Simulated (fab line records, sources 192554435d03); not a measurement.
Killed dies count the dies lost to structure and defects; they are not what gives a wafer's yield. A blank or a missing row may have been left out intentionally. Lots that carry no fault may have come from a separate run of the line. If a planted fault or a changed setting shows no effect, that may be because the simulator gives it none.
Matching of chambers :: flow n5 finfet :: N5_DUMMY_GATE_STRIP_48 on rie diel-06: 4 sister chambers
The step strips in N2/H2, time 20 s. 4 wafers are shown with their chamber, then 9 later ones without.

## WAFERS PAIRED WITH THEIR CHAMBERS
wafer: L084.6
chamber: 3
showerhead plenum p Torr (Torr): 3.55

wafer: L088.2
chamber: 2
showerhead plenum p Torr (Torr): 3.36

wafer: L088.5
chamber: 1
showerhead plenum p Torr (Torr): 3.43

wafer: L088.6
chamber: 0
showerhead plenum p Torr (Torr): 3.29

## WAFERS WITHOUT THEIR CHAMBER
wafer: L090.2
showerhead plenum p Torr (Torr): 3.36

wafer: L090.3
showerhead plenum p Torr (Torr): 3.29

wafer: L090.4
showerhead plenum p Torr (Torr): 3.43

wafer: L092.2
showerhead plenum p Torr (Torr): 3.36

wafer: L092.5
showerhead plenum p Torr (Torr): 3.42

wafer: L092.6
showerhead plenum p Torr (Torr): 3.36

wafer: L094.4
showerhead plenum p Torr (Torr): 3.36

wafer: L094.5
showerhead plenum p Torr (Torr): 3.42

wafer: L094.6
showerhead plenum p Torr (Torr): 3.36

## CHAMBER TAKEN BY EACH
wafer: L090.2
from the rows above: 2
in truth: 2

wafer: L090.3
from the rows above: 0
in truth: 0

wafer: L090.4
from the rows above: 1
in truth: 1

wafer: L092.2
from the rows above: 2
in truth: 2

wafer: L092.5
from the rows above: 1
in truth: 1

wafer: L092.6
from the rows above: 2
in truth: 2

wafer: L094.4
from the rows above: 2
in truth: 2

wafer: L094.5
from the rows above: 1
in truth: 1

wafer: L094.6
from the rows above: 2
in truth: 2
9 of 9 placed correctly. Left unplaced by these rows: 0. Number placed wrongly: 0.
How it was worked out, from the rows above alone: a wafer's distance from a chamber is the root of the sum, over the readings, of the square of ((its reading less the chamber's mean) divided by the reading's scatter). The wafer belongs to the nearest chamber; if the next one is less than 2 further off, it can't be placed. The mean given for a chamber averages the wafers shown for that chamber. The scatter: with one shown wafer a chamber, the root of the mean of the squares of how far each hidden wafer lies from its nearest shown one.
